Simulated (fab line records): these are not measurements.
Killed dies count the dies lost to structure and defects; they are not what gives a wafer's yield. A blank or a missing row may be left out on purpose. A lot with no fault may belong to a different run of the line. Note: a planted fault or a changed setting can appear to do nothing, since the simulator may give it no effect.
Matching of chambers | flow n5Finfet | rieDiel-03 running N5_BEOL_M5_ETCH_61: 4 sister chambers
The step etches SiARC in CF4, target depth 15.6 nm, time 26 s. 8 wafers are shown with their chamber, then 9 later ones without.

WAFERS, EACH WITH ITS CHAMBER
wafer  | chamber | drypumpMotorCurrentA (A) | showerheadPlenumPTorr (Torr)
L078.6 | 2       | 5.3                      | 2.20
L081.1 | 0       | 5.6                      | 2.20
L081.5 | 1       | 5.7                      | 2.04
L086.3 | 0       | 5.6                      | 2.19
L086.5 | 2       | 5.3                      | 2.19
L089.1 | 3       | 5.0                      | 2.10
L089.5 | 3       | 5.1                      | 2.10
L089.6 | 1       | 5.7                      | 2.03

WAFERS MISSING THEIR CHAMBER
wafer  | drypumpMotorCurrentA (A) | showerheadPlenumPTorr (Torr)
L092.1 | 5.7                      | 2.03
L092.3 | 5.1                      | 2.10
L092.4 | 5.6                      | 2.19
L095.3 | 5.7                      | 2.03
L095.5 | 5.7                      | 2.03
L095.6 | 5.3                      | 2.19
L097.1 | 5.0                      | 2.10
L097.5 | 5.7                      | 2.03
L097.6 | 5.3                      | 2.19

EACH ONE'S CHAMBER
wafer  | from the rows above | in truth
L092.1 | 1                   | 1
L092.3 | 3                   | 3
L092.4 | 0                   | 0
L095.3 | 1                   | 1
L095.5 | 1                   | 1
L095.6 | 2                   | 2
L097.1 | 3                   | 3
L097.5 | 1                   | 1
L097.6 | 2                   | 2
Correct placement for 9 of the 9. Not placeable from these rows: 0. Placed wrongly: 0.
How it was worked out, from the rows above alone: a wafer's distance from a chamber is the root of the sum, over the readings, of the square of ((its reading less the chamber's mean) divided by the reading's scatter). If the next closest chamber is less than 2 further off than the closest, the wafer can't be placed; otherwise it belongs to the closest. Each chamber's mean is taken over the wafers shown for it. The scatter: the root of (the sum of the squares of (reading less its chamber's mean) over the shown wafers, divided by (wafers less chambers)).
